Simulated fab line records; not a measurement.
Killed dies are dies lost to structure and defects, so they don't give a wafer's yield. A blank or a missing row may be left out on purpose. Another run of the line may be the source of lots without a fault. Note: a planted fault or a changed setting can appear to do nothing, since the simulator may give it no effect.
A struck lot beside a sound one -- flow n5_finfet -- 14 out of 1938 route steps
Sound: these wafers, L823.1, L823.5. Wafers L815.2, L815.3, L815.5 were the ones struck. The cause comes at the end.
Per side, at each step with rows, come the tool, then ch with its chambers, and then its first start. Under that, the readings that differ: sound wafers -- struck wafers -- difference of the means -- sigmas: that difference in standard deviations of wafers without a fault.
alike: readings whose means differ by less than 2 such deviations, and words and numbers that are the same on both sides. not compared: withheld readings, readings that some wafer has no value for, bounds like >300 that may hide the same value, and numbers for which the record gives no deviation and whose values overlap.
The two part at a step that has a row with sigmas, a row that says differs or no value, or rows on one side only. When numbers do not overlap yet have no deviation, they are printed without sigmas and do not part them. A reading that every wafer of one side lacks parts them only if that side has two wafers or more.

first, 2 steps without rows for these wafers: N5_BEOL_M3_STRIP_65 (strips in N2/H2); N5_BEOL_M3_STRIP_75 (strips in N2/H2).
N5_BEOL_M3_STRIP_66: strips in CF4.
  sound on rie_diel-03 ch 0,1, day 11 16:55; struck on rie_diel-04 ch 0,1,3, day 9 16:17
  alike: drypump_motor_current_A, oes_product_au, rf_vpp_V, showerhead_plenum_p_Torr, throttle_valve_pct
  not compared: rf_hours_counter_h
N5_BEOL_M3_HM_OPEN_17: chemistry Cl2/BCl3, target TiN, target depth 20 nm, overetch 6 nm.
  sound on rie_metal-02 ch 0,1, day 11 16:58; struck on rie_metal-03 ch 0,1, day 9 16:20
  alike: drypump_motor_current_A, he_backside_leak_sccm, mfc_ar_sccm, oes_product_au, throttle_valve_pct
  not compared: rf_hours_counter_h
N5_BEOL_M3_STRIP_19: strips in O2.
  sound on rie_diel-04 ch 2, day 11 17:04; struck on rie_diel-03 ch 1,2, day 9 16:26
  alike: drypump_motor_current_A, oes_product_au, rf_vpp_V, showerhead_plenum_p_Torr, throttle_valve_pct
  not compared: rf_hours_counter_h
N5_BEOL_M3_CD_MEAS_18: pitch 36 nm, target cd 18 nm.
  struck on cd_sem-02, day 9 16:31; sound on cd_sem-02, day 11 17:08
  alike: cd_nm
then, 6 steps without rows for these wafers: N5_BEOL_M3_COAT_67 (time 60 s, resist thk 60 nm); N5_BEOL_M3_COAT_68 (time 60 s, resist thk 12 nm); N5_BEOL_M3_COAT_76 (time 60 s, resist thk 5 nm); N5_BEOL_M3_COAT_22 (resist thk 30 nm); N5_BEOL_M3_EBR_24; N5_BEOL_M3_SOFTBAKE_23 (time 60 s).
N5_BEOL_M3_EXPOSE_25: exposes mask V2, defocus 5 nm.
  struck on euv_scanner-01, day 9 16:50; sound on euv_scanner-01 ch 0, day 11 17:26
  no value came back on the struck wafers for dipole_opening_deg (degrees), exposure_dose_mJ_cm2; on the sound wafers dipole_opening_deg (degrees) reads 30 30
  alike: mask
then, 1 step without rows for these wafers: N5_BEOL_M3_PEB_26 (peb time 60 s).

## WHERE THEY PART
Within this record, at N5_BEOL_M3_EXPOSE_25 only.

WHY: whatever the simulator had introduced
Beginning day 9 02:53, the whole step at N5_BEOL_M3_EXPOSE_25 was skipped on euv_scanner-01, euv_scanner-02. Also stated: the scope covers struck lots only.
